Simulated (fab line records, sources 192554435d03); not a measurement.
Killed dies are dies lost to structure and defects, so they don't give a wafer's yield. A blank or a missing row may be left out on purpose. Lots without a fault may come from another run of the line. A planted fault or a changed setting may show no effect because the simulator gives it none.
fab line records | flow n5_finfet
record lots=7 wafers=39
route steps=1938 shown BEOL_M7@1308 BEOL_M8@1332 BEOL_M11@1590
start_h: hours from the record's first day to the start of the lot's first wafer shown | wait_h: hours since the lot's step before | " the same as in the row above | L1.1+2: a row that stands for several wafers | - no value, or no start given | * or withheld: withheld | < > ~ a bound
route shown NAME@n: a module of which the file shows steps, and the number in the route of the first | usual: mean/standard deviation of fault-free wafers | same: alike in all rows | chamber/n: place in a boat | sites: the reading at each site | _std_site: their standard deviation | _edge_site: outer sites' mean less inner sites' | radius_mm: how far each site lies from the wafer's centre | mask NAME#n: copy n | behind: the tool/chamber that last shaped the wafer | hold: why the lot was held/for how many hours/how that ended | device: the transistor (n, p or np) that didn't switch | end of line: the same wafers' tests at the end of the route | a step without rows: its recipe alone | killed: dies lost to structure and defects at the first sort, not the wafer's yield | map: a wafer's dies, x killed, . not, _ none there
set.NAME: the setting as run; set.NAME@STEP: as run at that earlier step | model.NAME: the simulator's own value behind a step, which no gauge read
lots whose settings were changed on purpose; a table a step, a row a wafer
## steps
# step N5_BEOL_M7_TRENCH_ETCH_37
# recipe chemistry=C4F6/O2 target_depth_a=934.78 target=SiCOH_lowk time_s=31.2 ion_energy_ev=250 pressure_mtorr=30 source_w=345 bias_w=185 Ar_flow_sccm=300 C4F6_flow_sccm=10 O2_flow_sccm=10
# columns lot.wafer tool chamber start_h wait_h set.time_s model.BEOL_M7.feature_depth_nm model.etch.depth_nm model.TiN_of_BEOL_M7_HM_DEP_02.thk_nm
L075.2 rie_diel-02 3 - - 31.2 93.8 93.72 17
L075.4 " 3 " " 31.2 93.6 93.65 17.2
L075.6 " 0 " " 31.2 94.4 94.37 16.8
L078.1 rie_diel-06 1 - - 31.2 92.6 92.66 17.2
L078.2 " 2 " " 31.2 94.4 94.46 17.2
L078.3 " 0 " " 31.2 93 93.09 17.4
L078.4 " 3 " " 31.2 92.6 92.56 17.4
L078.5 " 3 " " 31.2 92.8 92.76 17.2
L078.6 " 0 " " 31.2 94 93.9 17.2
L080.1 rie_diel-06 0 - - 31.2 94 93.96 17.2
L080.2 " 2 " " 31.2 94 94.08 17
L080.3 " 1 " " 13.23 39.2 39.2 18.8
L080.4 " 2 " " 13.23 39.6 39.66 18.8
L080.5 " 1 " " 31.2 92.4 92.38 17.4
L080.6 " 0 " " 13.23 39.8 39.8 18.8
L089.1 rie_diel-03 3 - - 19.02 57 56.97 18
L089.2 " 0 " " 31.2 92.4 92.44 17.2
L089.3 " 2 " " 19.02 58.2 58.19 18
L089.4 " 1 " " 31.2 96.6 96.51 16.8
L089.5 " 1 " " 31.2 96.6 96.68 17.2
L089.6 " 2 " " 19.02 57.8 57.89 18
L083.1 rie_diel-06 3 - - 31.2 93 93.1 17.2
L083.2 " 2 " " 40.95 123 123.1 16.2
L083.3 " 1 " " 40.95 122 122 16.4
L083.4 " 0 " " 31.2 94.6 94.65 17.2
L083.5 " 0 " " 31.2 94.6 94.59 17.2
L083.6 " 1 " " 40.95 122.2 122.2 16.4
L088.1 rie_diel-03 3 - - 31.2 93.8 93.7 17.4
L088.2 " 2 " " 31.2 93.8 93.83 17.6
L088.3 " 0 " " 31.2 91 90.94 17.6
L088.4 " 1 " " 31.2 95.4 95.38 17.4
L088.5 " 2 " " 31.2 94 93.95 17.4
L088.6 " 1 " " 31.2 95.8 95.76 17.4
L090.1 rie_diel-06 1 - - 31.2 92.8 92.83 17.8
L090.2 " 2 " " 44.83 133.8 133.9 16.2
L090.3 " 3 " " 31.2 93.6 93.52 17.4
L090.4 " 0 " " 44.83 135 135.1 16.2
L090.5 " 0 " " 44.83 134.8 134.9 16.4
L090.6 " 1 " " 31.2 93 93.01 17.4
# step N5_BEOL_M7_ETCH_41
# recipe chemistry=CH3F/O2 target=SiCN target_depth_a=319 taper_deg=2 time_s=57.8 ion_energy_ev=120 mask_material=TiN pressure_mtorr=30 source_w=395 bias_w=75 Ar_flow_sccm=150 CH3F_flow_sccm=30 O2_flow_sccm=20
# step N5_BEOL_M7_STRIP_80
# recipe chemistry=N2/H2 time_s=10 power_w=450 temp_c=40 pressure_mtorr=20 rf_frequency_hz=6e+07 bias_power_w=7 n2_flow_sccm=200 h2_flow_sccm=200
# step N5_BEOL_M7_OCD_MEAS_38
# usual trench_depth_nm=93.5/1.1
# columns lot.wafer tool chamber start_h wait_h set.time_s@BEOL_M7_TRENCH_ETCH_37 trench_depth_nm
L075.2 ocd-02 - 229.16 - 31.2 93.5
L075.4 " - " " 31.2 93.5
L075.6 " - " " 31.2 94.6
L078.1 ocd-02 - 238.88 - 31.2 93.1
L078.2 " - " " 31.2 94.4
L078.3 " - " " 31.2 93.1
L078.4 " - " " 31.2 92.6
L078.5 " - " " 31.2 93.0
L078.6 " - " " 31.2 93.5
L080.1 ocd-02 - 255.36 - 31.2 93.9
L080.2 " - " " 31.2 94.2
L080.3 " - " " 13.23 38.8
L080.4 " - " " 13.23 39.4
L080.5 " - " " 31.2 92.4
L080.6 " - " " 13.23 39.9
L089.1 ocd-01 - 325.08 - 19.02 56.9
L089.2 " - " " 31.2 92.2
L089.3 " - " " 19.02 57.7
L089.4 " - " " 31.2 96.9
L089.5 " - " " 31.2 96.8
L089.6 " - " " 19.02 58.2
L083.1 ocd-01 - 330.55 - 31.2 93.1
L083.2 " - " " 40.95 123.0
L083.3 " - " " 40.95 122.2
L083.4 " - " " 31.2 95.2
L083.5 " - " " 31.2 94.8
L083.6 " - " " 40.95 122.4
L088.1 ocd-01 - 336.41 - 31.2 93.4
L088.2 " - " " 31.2 93.5
L088.3 " - " " 31.2 90.7
L088.4 " - " " 31.2 95.4
L088.5 " - " " 31.2 93.7
L088.6 " - " " 31.2 95.5
L090.1 ocd-02 - 343.52 - 31.2 92.8
L090.2 " - " " 44.83 134.0
L090.3 " - " " 31.2 93.9
L090.4 " - " " 44.83 135.4
L090.5 " - " " 44.83 134.4
L090.6 " - " " 31.2 92.9
# step N5_BEOL_M7_HM_STRIP_39
# recipe chemistry=peroxide_tin_strip material=TiN target_depth_a=250 temp_c=50 time_s=158
# step N5_BEOL_M7_SRD_40
# recipe time_s=30 temp_c=23 rinse_liquid=diw dry=ipa_marangoni
# step N5_BEOL_M7_ECD_50
# recipe material=Cu target_thk_a=3000
# step N5_BEOL_M7_ANNEAL_51
# recipe temp_c=225 time_s=90 ambient=N2
# step N5_BEOL_M7_CMP_52
# recipe stop_on=SiCOH_lowk t_overpolish_s=6.9 down_force_psi=1 platen_rpm=50 clearing_platen_down_force_psi=1.5 clearing_platen_rpm=50 post_cmp_clean=cu_alkaline target_thk_nm=80 clearing_platen_pad_velocity_m_s=0.99484 pad_velocity_m_s=0.99484
# columns lot.wafer tool chamber start_h wait_h set.time_s@BEOL_M7_TRENCH_ETCH_37 model.Cu_of_BEOL_M7_ECD_50.thk_nm
L075.4 cmp-02 1 232.20 0.1 31.2 80.2
L075.2 " 2 " " 31.2 80.8
L075.6 " 2 " " 31.2 81.4
L078.1 cmp-02 3 241.15 0.3 31.2 78.6
L078.3+6 " 0 " " 31.2 79.4
L078.2 " 1 " " 31.2 80.4
L078.4 " 2 " " 31.2 79.6
L078.5 " 3 " " 31.2 78.2
L080.3 cmp-04 0 257.64 0.2 13.23 25.2
L080.2 " 1 " " 31.2 80.8
L080.4 " 2 " " 13.23 26.4
L080.1 " 3 " " 31.2 80.6
L080.5 " 0 " " 31.2 77.6
L080.6 " 1 " " 13.23 26
L089.2 cmp-04 2 327.74 0.2 31.2 79.8
L089.3 " 3 " " 19.02 44.8
L089.4 " 0 " " 31.2 83.2
L089.1+6 " 1,2 " " 19.02 43.8
L089.5 " 3 " " 31.2 84.4
L083.4+5 cmp-02 2 334.48 0.1 31.2 80.6
L083.2 " 3 " " 40.95 110.4
L083.1 " 0 " " 31.2 78.2
L083.3 " 1 " " 40.95 108.8
L083.6 " 3 " " 40.95 108.4
L088.4 cmp-04 0 340.04 0.1 31.2 80
L088.2 " 1 " " 31.2 78
L088.3 " 2 " " 31.2 74.8
L088.1 " 3 " " 31.2 79.8
L088.5 " 0 " " 31.2 79
L088.6 " 1 " " 31.2 81.4
L090.2 cmp-02 1 345.27 0.2 44.83 120.2
L090.1 " 2 " " 31.2 78.4
L090.3 " 3 " " 31.2 79
L090.4+5 " 0,1 " " 44.83 121
L090.6 " 2 " " 31.2 78.2
# step N5_BEOL_M7_THK_MEAS_53
# recipe thk_meas_gauge=xrf reads=Cu_of_BEOL_M7_ECD_50
# usual M7_THK=78.8/1.5
# columns lot.wafer tool chamber start_h wait_h set.time_s@BEOL_M7_TRENCH_ETCH_37 M7_THK[nm]
L075.2 film_metro-02 - 232.50 - 31.2 80.1
L075.4 " - " " 31.2 79.3
L075.6 " - " " 31.2 80.5
L078.1 film_metro-02 - 241.45 - 31.2 77.7
L078.2 " - " " 31.2 79.3
L078.3 " - " " 31.2 78.7
L078.4 " - " " 31.2 78.5
L078.5 " - " " 31.2 77.3
L078.6 " - " " 31.2 78.5
L080.1 film_metro-02 - 257.93 - 31.2 80.1
L080.2 " - " " 31.2 80.4
L080.3 " - " " 13.23 25.0
L080.4 " - " " 13.23 26.2
L080.5 " - " " 31.2 77.0
L080.6 " - " " 13.23 25.9
L089.1 film_metro-02 - 328.03 - 19.02 43.4
L089.2 " - " " 31.2 79.1
L089.3 " - " " 19.02 44.3
L089.4 " - " " 31.2 82.4
L089.5 " - " " 31.2 83.3
L089.6 " - " " 19.02 43.5
L083.1 film_metro-02 - 334.78 - 31.2 77.0
L083.2 " - " " 40.95 108.7
L083.3 " - " " 40.95 107.1
L083.4 " - " " 31.2 79.6
L083.5 " - " " 31.2 78.8
L083.6 " - " " 40.95 106.8
L088.1 film_metro-01 - 340.33 - 31.2 79.2
L088.2 " - " " 31.2 77.1
L088.3 " - " " 31.2 74.5
L088.4 " - " " 31.2 79.2
L088.5 " - " " 31.2 78.2
L088.6 " - " " 31.2 80.7
L090.1 film_metro-02 - 345.57 - 31.2 78.0
L090.2 " - " " 44.83 120.5
L090.3 " - " " 31.2 79.3
L090.4 " - " " 44.83 121.5
L090.5 " - " " 44.83 120.9
L090.6 " - " " 31.2 78.5
# step N5_BEOL_M7_PRE_CLEAN_55
# recipe gas=NH3 time_s=15 temp_c=withheld rf_power_w=300
# step N5_BEOL_M7_DEP_56
# recipe material=SiCN target_thk_a=100 temp_c=withheld precursor=3MS/NH3 pressure_torr=3 rf_w=202 time_s=17.5
# step N5_BEOL_M7_RS_MEAS_57
# recipe thk_meas_gauge=four-point-probe reads=Cu_of_BEOL_M7_ECD_50+Co_of_BEOL_M7_CVD_78+TaN_of_BEOL_M7_ALD_77
# usual M7_RS=0.287/0.0061
# columns lot.wafer tool chamber start_h wait_h set.time_s@BEOL_M7_TRENCH_ETCH_37 M7_RS[ohm/sq]
L075.2 film_metro-02 - 232.63 0.1 31.2 0.282
L075.4 " - " " 31.2 0.284
L075.6 " - " " 31.2 0.279
L078.1 film_metro-01 - 241.58 0.1 31.2 0.292
L078.2 " - " " 31.2 0.285
L078.3 " - " " 31.2 0.288
L078.4 " - " " 31.2 0.288
L078.5 " - " " 31.2 0.293
L078.6 " - " " 31.2 0.288
L080.1 film_metro-02 - 258.07 0.1 31.2 0.283
L080.2 " - " " 31.2 0.282
L080.3 " - " " 13.23 1.248
L080.4 " - " " 13.23 1.174
L080.5 " - " " 31.2 0.296
L080.6 " - " " 13.23 1.192
L089.1 film_metro-01 - 328.16 0.1 19.02 0.597
L089.2 " - " " 31.2 0.287
L089.3 " - " " 19.02 0.582
L089.4 " - " " 31.2 0.274
L089.5 " - " " 31.2 0.268
L089.6 " - " " 19.02 0.596
L083.1 film_metro-02 - 334.91 0.1 31.2 0.293
L083.2 " - " " 40.95 0.197
L083.3 " - " " 40.95 0.200
L083.4 " - " " 31.2 0.283
L083.5 " - " " 31.2 0.283
L083.6 " - " " 40.95 0.201
L088.1 film_metro-01 - 340.46 0.1 31.2 0.288
L088.2 " - " " 31.2 0.295
L088.3 " - " " 31.2 0.309
L088.4 " - " " 31.2 0.286
L088.5 " - " " 31.2 0.290
L088.6 " - " " 31.2 0.280
L090.1 film_metro-02 - 345.70 0.1 31.2 0.293
L090.2 " - " " 44.83 0.179
L090.3 " - " " 31.2 0.289
L090.4 " - " " 44.83 0.178
L090.5 " - " " 44.83 0.178
L090.6 " - " " 31.2 0.293
# step N5_BEOL_M8_ILD_DEP_00
# recipe material=SiCOH_lowk target_thk_a=1797.5 temp_c=300 precursor=DEMS/porogen pressure_torr=5 rf_w=500 time_s=33.4
# columns lot.wafer tool chamber start_h wait_h set.time_s model.SiCOH_lowk_of_BEOL_M8_ILD_DEP_00.thk_nm
L075.2 pecvd-02 1 232.69 0.0 33.4 178.8
L075.4 " 2 " " 33.4 177.2
L075.6 " 0 " " 33.4 181
L078.1 pecvd-02 0 241.64 0.0 21.35 113.6
L078.2 " 2 " " 33.4 176.4
L078.3 " 1 " " 21.35 114.2
L078.4 " 0 " " 33.4 179
L078.5 " 2 " " 33.4 177.6
L078.6 " 1 " " 21.35 116.6
L080.1 pecvd-01 2 258.13 0.0 33.4 181.4
L080.2 " 0 " " 33.4 181
L080.3 " 1 " " 16.91 95.2
L080.4 " 2 " " 16.91 97.8
L080.5 " 1 " " 16.91 97.6
L080.6 " 0 " " 33.4 186.6
L089.1 pecvd-01 2 328.22 0.0 42.03 225.6
L089.2 " 1 " " 33.4 179.2
L089.3 " 0 " " 42.03 222.8
L089.4 " 0 " " 33.4 182
L089.5 " 1 " " 42.03 229.2
L089.6 " 2 " " 33.4 184
L083.1 pecvd-03 0 334.97 0.0 21.98 121.8
L083.2 " 2 " " 33.4 181.4
L083.3 " 1 " " 33.4 182.2
L083.4 " 0 " " 21.98 122.4
L083.5 " 1 " " 33.4 186
L083.6 " 2 " " 21.98 123.2
L088.1 pecvd-02 2 340.52 0.0 33.4 178.2
L088.2 " 1 " " 33.4 179.4
L088.3 " 0 " " 33.4 179.8
L088.4 " 1 " " 27.72 153.4
L088.5 " 0 " " 27.72 152
L088.6 " 2 " " 27.72 151.6
L090.1 pecvd-01 2 345.77 0.0 16.01 91.4
L090.2 " 1 " " 33.4 180.6
L090.3 " 0 " " 16.01 91.8
L090.4 " 1 " " 16.01 90
L090.5 " 2 " " 33.4 183.8
L090.6 " 0 " " 33.4 181.4
# step N5_BEOL_M8_CURE_74
# recipe temp_c=385 time_s=240 ambient=He/Ar material=SiCOH_lowk
# columns lot.wafer tool chamber start_h wait_h set.time_s@BEOL_M8_ILD_DEP_00 model.SiCOH_lowk_of_BEOL_M8_ILD_DEP_00.thk_nm
L075.2 uv_cure-03 0 232.88 0.2 33.4 154.2
L075.4 " 0 " " 33.4 152.6
L075.6 " 0 " " 33.4 156
L078.1 uv_cure-03 1 242.46 0.8 21.35 97.6
L078.2 " 1 " " 33.4 152
L078.3 " 1 " " 21.35 98
L078.4 " 1 " " 33.4 154.4
L078.5 " 1 " " 33.4 153
L078.6 " 1 " " 21.35 100.2
L080.1 uv_cure-02 0 258.19 0.0 33.4 156.4
L080.2 " 0 " " 33.4 156
L080.3 " 0 " " 16.91 81.8
L080.4 " 0 " " 16.91 84
L080.5 " 0 " " 16.91 83.8
L080.6 " 0 " " 33.4 161
L089.1 uv_cure-03 0 328.29 0.0 42.03 195
L089.2 " 0 " " 33.4 154.6
L089.3 " 0 " " 42.03 192.6
L089.4 " 0 " " 33.4 157
L089.5 " 0 " " 42.03 198.2
L089.6 " 0 " " 33.4 158.6
L083.1 uv_cure-01 2 335.04 0.0 21.98 104.6
L083.2 " 2 " " 33.4 156.4
L083.3 " 2 " " 33.4 157.2
L083.4 " 2 " " 21.98 105.2
L083.5 " 2 " " 33.4 160.4
L083.6 " 2 " " 21.98 105.8
L088.1 uv_cure-02 0 340.59 0.0 33.4 153.6
L088.2 " 0 " " 33.4 154.8
L088.3 " 0 " " 33.4 155.2
L088.4 " 0 " " 27.72 132
L088.5 " 0 " " 27.72 131
L088.6 " 0 " " 27.72 130.4
L090.1 uv_cure-02 0 345.84 0.0 16.01 78.4
L090.2 " 0 " " 33.4 155.8
L090.3 " 0 " " 16.01 78.6
L090.4 " 0 " " 16.01 77.2
L090.5 " 0 " " 33.4 158.6
L090.6 " 0 " " 33.4 156.6
# step N5_BEOL_M8_THK_MEAS_01
# recipe reads=SiCOH_lowk_of_BEOL_M8_ILD_DEP_00
# usual M8_ILD_THK=155.5/2.2
# columns lot.wafer tool chamber start_h wait_h set.time_s@BEOL_M8_ILD_DEP_00 M8_ILD_THK[nm]
L075.2 film_metro-02 - 233.31 0.4 33.4 154.2
L075.4 " - " " 33.4 152.7
L075.6 " - " " 33.4 156.0
L078.1 film_metro-02 - 242.97 0.4 21.35 97.6
L078.2 " - " " 33.4 152.2
L078.3 " - " " 21.35 98.0
L078.4 " - " " 33.4 154.3
L078.5 " - " " 33.4 153.0
L078.6 " - " " 21.35 100.1
L080.1 film_metro-01 - 258.71 0.4 33.4 156.5
L080.2 " - " " 33.4 156.0
L080.3 " - " " 16.91 81.7
L080.4 " - " " 16.91 83.9
L080.5 " - " " 16.91 83.9
L080.6 " - " " 33.4 160.9
L089.1 film_metro-01 - 328.80 0.4 42.03 195.1
L089.2 " - " " 33.4 154.6
L089.3 " - " " 42.03 192.6
L089.4 " - " " 33.4 156.9
L089.5 " - " " 42.03 198.1
L089.6 " - " " 33.4 158.6
L083.1 film_metro-02 - 336.03 0.8 21.98 104.6
L083.2 " - " " 33.4 156.4
L083.3 " - " " 33.4 157.3
L083.4 " - " " 21.98 105.1
L083.5 " - " " 33.4 160.4
L083.6 " - " " 21.98 105.8
L088.1 film_metro-01 - 341.10 0.4 33.4 153.6
L088.2 " - " " 33.4 154.8
L088.3 " - " " 33.4 155.0
L088.4 " - " " 27.72 132.0
L088.5 " - " " 27.72 130.9
L088.6 " - " " 27.72 130.5
L090.1 film_metro-02 - 346.35 0.4 16.01 78.4
L090.2 " - " " 33.4 155.7
L090.3 " - " " 16.01 78.6
L090.4 " - " " 16.01 77.3
L090.5 " - " " 33.4 158.6
L090.6 " - " " 33.4 156.5
# step N5_BEOL_M11_ALD_74
# recipe material=TaN target_thk_a=20 temp_c=275 ald_precursor_family=PDMAT ald_co_reactant=NH3 pressure_torr=3 carrier_flow_sccm=1500 pulse_time_s=2 purge_time_s=3 co_reactant_purge_time_s=2 co_reactant_pulse_time_s=3 ald_cycles=40 precursor_vessel_temp_c=75 precursor_vessel_pressure_torr=26.25 precursor_vessel_carrier_sccm=1000
# columns lot.wafer tool chamber start_h wait_h set.ald_cycles model.TaN_of_BEOL_M11_ALD_74.thk_nm
L075.2+4+6 ald_metal-04 0,2,3 268.87 0.0 40 2
L078.1+2+3+4+5+6 ald_metal-01 0,3,1,2,2,1 276.57 0.3 40 2
L080.1+2+3+4+5+6 ald_metal-04 2,1,0,3,2,1 286.45 0.0 40 2
L089.1+2+3+4+5+6 ald_metal-01 1,3,2,0,0,3 357.14 0.1 40 2
L083.1+3+6 ald_metal-01 0,3,1 362.10 0.2 40 2
L083.2+4+5 " 1,2,2 " " 50 2.6
L088.1+4+6 ald_metal-03 2,2,1 366.61 0.0 40 2
L088.2+3+5 " 1,1,2 " " 23 1.2
L090.1+2+3+4+5+6 ald_metal-01 0,1,2,3,0,1 374.09 0.1 40 2
## key
split step=N5_BEOL_M7_TRENCH_ETCH_37 setting=time_s stated=31.2 by=wafer
response step=N5_BEOL_M7_TRENCH_ETCH_37 reading=model.BEOL_M7.feature_depth_nm change=+0.94 per=1% r=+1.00
response step=N5_BEOL_M7_TRENCH_ETCH_37 reading=model.etch.depth_nm change=+0.941 per=1% r=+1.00
response step=N5_BEOL_M7_TRENCH_ETCH_37 reading=model.TiN_of_BEOL_M7_HM_DEP_02.thk_nm change=-0.0273 per=1% r=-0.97
response step=N5_BEOL_M7_OCD_MEAS_38 reading=trench_depth_nm change=+0.942 per=1% r=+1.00
response step=N5_BEOL_M7_CMP_52 reading=model.Cu_of_BEOL_M7_ECD_50.thk_nm change=+0.952 per=1% r=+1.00
response step=N5_BEOL_M7_THK_MEAS_53 reading=M7_THK change=+0.947 per=1% r=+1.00
response step=N5_BEOL_M7_RS_MEAS_57 reading=M7_RS shape=bent at_lowest=1.205 at_stated=0.287 at_highest=0.178
split step=N5_BEOL_M8_ILD_DEP_00 setting=time_s stated=33.4 by=wafer
response step=N5_BEOL_M8_ILD_DEP_00 reading=model.SiCOH_lowk_of_BEOL_M8_ILD_DEP_00.thk_nm change=+1.74 per=1% r=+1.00
response step=N5_BEOL_M8_CURE_74 reading=model.SiCOH_lowk_of_BEOL_M8_ILD_DEP_00.thk_nm change=+1.51 per=1% r=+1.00
response step=N5_BEOL_M8_THK_MEAS_01 reading=M8_ILD_THK change=+1.51 per=1% r=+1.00
split step=N5_BEOL_M11_ALD_74 setting=ald_cycles stated=40 by=wafer
response step=N5_BEOL_M11_ALD_74 reading=model.TaN_of_BEOL_M11_ALD_74.thk_nm change=+0.0202 per=1% r=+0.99
